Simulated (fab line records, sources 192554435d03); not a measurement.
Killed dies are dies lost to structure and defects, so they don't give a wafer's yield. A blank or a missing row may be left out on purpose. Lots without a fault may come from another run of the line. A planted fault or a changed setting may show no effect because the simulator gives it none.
Split-lot experiment | flow n5_finfet | 7 lots, 21 wafers read, on a route of 1938 steps

THE SPLIT
At N5_FIN_SAQP_COAT_68 (time 60 s, resist thk 100 nm), the setting spin_rpm was moved away from the recipe's 1500 rpm on 8 of the 21 wafers read, by -3.9% to +9.7%. The other wafers ran this setting at the recipe's value.

The file shows no step between the split and the reading.

THE READING
SOC_of_FIN_SAQP_COAT_68.thk_nm (the simulator's own value, which no gauge read), in nm, at N5_FIN_SAQP_ETCH_69 (etches SOC in N2/H2, stops on SiNx, target depth 150 nm). The file gives no usual value for it. The 13 wafers here that ran the recipe average 5.7 nm, standard deviation 1.1 nm.

wafer  | tool, chamber at the split | spin_rpm as run, rpm | against the recipe | SOC_of_FIN_SAQP_COAT_68.thk_nm, nm | against lot-mates on the recipe
L076.1 | litho_track-04, 0          | 1559                 | +3.9%              | 3.4                                | -0.8
L076.2 | litho_track-04, 0          | 1500                 | recipe             | 3                                  | -
L076.5 | litho_track-04, 0          | 1500                 | recipe             | 5.4                                | -
L080.1 | litho_track-04, 0          | 1542                 | +2.8%              | 3.8                                | -3.0
L080.3 | litho_track-04, 0          | 1500                 | recipe             | 6.8                                | -
L080.6 | litho_track-04, 0          | 1542                 | +2.8%              | 3.4                                | -3.4
L089.3 | litho_track-05, 0          | 1500                 | recipe             | 6.2                                | -
L089.4 | litho_track-05, 0          | 1442                 | -3.9%              | 6.6                                | +0.7
L089.5 | litho_track-05, 0          | 1500                 | recipe             | 5.6                                | -
L091.2 | litho_track-04, 0          | 1500                 | recipe             | 5.2                                | -
L091.4 | litho_track-04, 0          | 1500                 | recipe             | 4.6                                | -
L091.6 | litho_track-04, 0          | 1645                 | +9.7%              | 1                                  | -3.9
L094.1 | litho_track-04, 0          | 1500                 | recipe             | 6                                  | -
L094.2 | litho_track-04, 0          | 1500                 | recipe             | 5.6                                | -
L094.5 | litho_track-04, 0          | 1637                 | +9.1%              | 1.2                                | -4.6
L095.2 | litho_track-05, 0          | 1500                 | recipe             | 6.2                                | -
L095.3 | litho_track-05, 0          | 1500                 | recipe             | 6.4                                | -
L095.6 | litho_track-05, 0          | 1500                 | recipe             | 5.8                                | -
L096.2 | litho_track-03, 0          | 1630                 | +8.7%              | 2.8                                | -5.0
L096.4 | litho_track-03, 0          | 1500                 | recipe             | 7.8                                | -
L096.6 | litho_track-03, 0          | 1630                 | +8.7%              | 3.2                                | -4.6

THE FIT
A straight line over all 21 wafers: SOC_of_FIN_SAQP_COAT_68.thk_nm changes by -0.408 nm for each +1% of spin_rpm; r = -0.84; the points scatter about the line by 1 nm.
The same after taking each lot's own level away (the mean of its wafers on the recipe; 21 wafers): -0.475 nm for each +1%; r = -0.91; scatter 0.84 nm.
On that fit, the largest move of spin_rpm shifts the reading by 4.6 nm.
The lots' own levels span 4.20 to 7.80 nm, that is 3.3 times the standard deviation above.
So the lot-to-lot level changes the slope: the two fits differ.
Check: with one of the wafers moved furthest among these (+9.7%) left out of the fit, the line predicts -5.12 nm for it against its lot-mates. It came out at -3.9 nm against them.

OTHER SPLITS ON THESE WAFERS
These wafers also went through other splits before the reading. Each is held against what the fit with the lots' levels taken away leaves over:
other split on the same wafers                    | wafers away from the commonest value | r with SOC_of_FIN_SAQP_COAT_68.thk_nm (lot level and that fit taken away)
N5_WELL_APT_EXPOSE_05 dose_mj                     | 8                                    | +0.18
N5_WELL_APT_DEVELOP_07 develop_time_s             | 8                                    | -0.20
N5_PMOS_HMC_CHANNEL_EPI_EXPOSE_06 dose_mj         | 9                                    | +0.23
N5_PMOS_HMC_CHANNEL_EPI_DEVELOP_08 develop_time_s | 9                                    | +0.03

THE WHOLE CHAIN: every reading that the file lists as answering this split, in the file's order
step                | what it does                                            | reading                                                                         | change (the file's fit)               | r (the file's)
N5_FIN_SAQP_COAT_68 | time 60 s, resist thk 100 nm                            | SOC_of_FIN_SAQP_COAT_68.thk_nm (the simulator's own value, which no gauge read) | -0.461 nm for each +1% of the setting | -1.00
N5_FIN_SAQP_ETCH_69 | etches SOC in N2/H2, stops on SiNx, target depth 150 nm | SOC_of_FIN_SAQP_COAT_68.thk_nm (the simulator's own value, which no gauge read) | -0.469 nm for each +1% of the setting | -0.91

THE FILE'S OWN FIT
SOC_of_FIN_SAQP_COAT_68.thk_nm changes by -0.469 nm for each +1% of spin_rpm, r = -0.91.
